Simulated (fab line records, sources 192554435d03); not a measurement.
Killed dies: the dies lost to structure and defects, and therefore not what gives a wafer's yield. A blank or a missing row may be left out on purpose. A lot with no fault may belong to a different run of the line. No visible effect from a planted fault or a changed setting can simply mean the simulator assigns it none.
Matching of chambers + flow n5 finfet + N5_SD_EPI_N_LINER_46 on ald sin-03 has 4 sister chambers
The step material SiNx, target thk 3 nm. 8 wafers are shown with their chamber, then 9 later ones without.

== WAFERS, EACH WITH ITS CHAMBER ==
| wafer  | chamber | heater power w (W) |
|--------|---------|--------------------|
| L082.4 | 1       | 824                |
| L084.4 | 0       | 937                |
| L084.5 | 0       | 935                |
| L087.3 | 3       | 760                |
| L087.6 | 2       | 699                |
| L089.3 | 3       | 764                |
| L089.4 | 2       | 700                |
| L089.5 | 1       | 810                |

== WAFERS WITH NO CHAMBER GIVEN ==
| wafer  | heater power w (W) |
|--------|--------------------|
| L091.1 | 788                |
| L091.2 | 924                |
| L091.4 | 823                |
| L092.2 | 691                |
| L092.3 | 811                |
| L092.4 | 941                |
| L097.1 | 650                |
| L097.3 | 710                |
| L097.4 | 905                |

== EACH ONE'S CHAMBER ==
| wafer  | from the rows above     | in truth                   |
|--------|-------------------------|----------------------------|
| L091.1 | can't be placed: 3 or 1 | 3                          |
| L091.2 | 0                       | 0                          |
| L091.4 | 1                       | 1                          |
| L092.2 | 2                       | 2                          |
| L092.3 | 1                       | 1                          |
| L092.4 | 0                       | 0                          |
| L097.1 | 2                       | 2                          |
| L097.3 | 2                       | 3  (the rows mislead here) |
| L097.4 | 0                       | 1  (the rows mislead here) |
Correctly placed: 6 of 9. Can't be placed from these rows: 1 (the true chamber is among the candidates in 1). Placed wrongly: 2.
How it was worked out, from the rows above alone: a wafer's distance from a chamber is the root of the sum, over the readings, of the square of ((its reading less the chamber's mean) divided by the reading's scatter). If the next closest chamber is less than 2 further off than the closest, the wafer can't be placed; otherwise it belongs to the closest. A chamber's mean is the mean of its shown wafers. How the scatter is found: for the shown wafers, subtract from each reading the mean of its chamber, square and add these, divide the total by (wafers less chambers), then take the root.
